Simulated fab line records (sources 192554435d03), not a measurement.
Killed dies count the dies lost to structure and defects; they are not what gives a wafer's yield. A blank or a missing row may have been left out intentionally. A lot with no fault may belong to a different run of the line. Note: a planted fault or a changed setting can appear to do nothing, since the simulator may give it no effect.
Comparing a struck lot with a sound one ; flow n5Finfet ; 13 steps out of a route of 1938
Sound: these wafers, L554.2, L554.3, L554.5. Struck: wafers L558.2, L558.4. (L558.3 of the same lot was not struck and is left out.) The cause comes at the end.
Per side, at each step with rows, come the tool, then ch with its chambers, and then its first start. Under that, the readings that differ: sound wafers ; struck wafers ; difference of the means ; sigmas: that difference in standard deviations of wafers without a fault.
alike: a reading whose means differ by less than 2 such deviations, as well as words and numbers matching on both sides. not compared: withheld readings; readings where some wafer has no value; bounds like >300 that might hide an equal value; numbers whose values overlap and for which the record gives no deviation.
Wherever a step has rows on one side only, a row that says differs or no value, or a row with sigmas, the two part there. Non-overlapping numbers with no deviation appear without sigmas and do not part them. A reading missing from all wafers of one side parts the sides only when that side holds two or more wafers.

first, 2 steps without rows for these wafers: N5_BEOL_M15_STRIP_36 (strips in O2); N5_BEOL_M15_STRIP_62 (strips in O2).
N5_BEOL_M15_STRIP_37: strips in O2.
  sound: rieDiel-05 ch 0,1,3; struck: rieDiel-05 ch 0,1
  alike: drypumpMotorCurrentA, oesProductAu, rfVppV, showerheadPlenumPTorr, tempC, throttleValvePct
  not compared: rfHoursCounterH
then, 5 steps without rows for these wafers: N5_BEOL_M15_ETCH_38 (etches SiCN in CF4/N2, target depth 106.4 nm, time 120.5 s); N5_BEOL_M15_PRECLEAN_39 (cleans in residue remover, time 60 s); N5_BEOL_M15_SRD_40 (time 30 s, dry time 30 s); N5_BEOL_M15_DEGAS_41 (time 60 s); N5_BEOL_M15_PRE_CLEAN_42 (time 30 s).
N5_BEOL_M15_SPUTTER_43: material TaN, target thk 15 nm, time 24.19 s.
  struck on pvdSputter-03, day 15 10:23; sound on pvdSputter-01, day 14 11:09
  alike: biasV, cathodeDcPowerW, throttleValvePct
N5_BEOL_M15_SPUTTER_44: material Ta, target thk 15 nm, time 24.19 s.
  struck on pvdSputter-03, day 15 10:28; sound on pvdSputter-01, day 14 11:14
  alike: biasV, cathodeDcPowerW, throttleValvePct
N5_BEOL_M15_SPUTTER_45: material Cu, target thk 100 nm, time 16.67 s.
  struck on pvdSputter-03, day 15 10:32; sound on pvdSputter-01, day 14 11:19
  alike: biasV, cathodeDcPowerW, chuckSensorTempC, throttleValvePct
N5_BEOL_M15_ECD_47: material Cu, target thk 1860 nm.
  sound on ecdCu-01 ch 1, day 14 11:26; struck on ecdCu-02 ch 1, day 15 10:40
reading;sound;struck;difference;sigmas
model.Cu_of_BEOL_M15_ECD_47.thkNm (nm);1875 1851 1864;3256 3252;+1391;
N5_BEOL_M15_ANNEAL_48: time 90 s.
  sound on rtpAnneal-01 ch 0, day 14 11:49; struck on rtpAnneal-02 ch 0, day 15 10:58
  alike: wafer_temp_C_max

WHERE THEY PART
Nowhere in this record.

WHY: whatever the simulator had introduced
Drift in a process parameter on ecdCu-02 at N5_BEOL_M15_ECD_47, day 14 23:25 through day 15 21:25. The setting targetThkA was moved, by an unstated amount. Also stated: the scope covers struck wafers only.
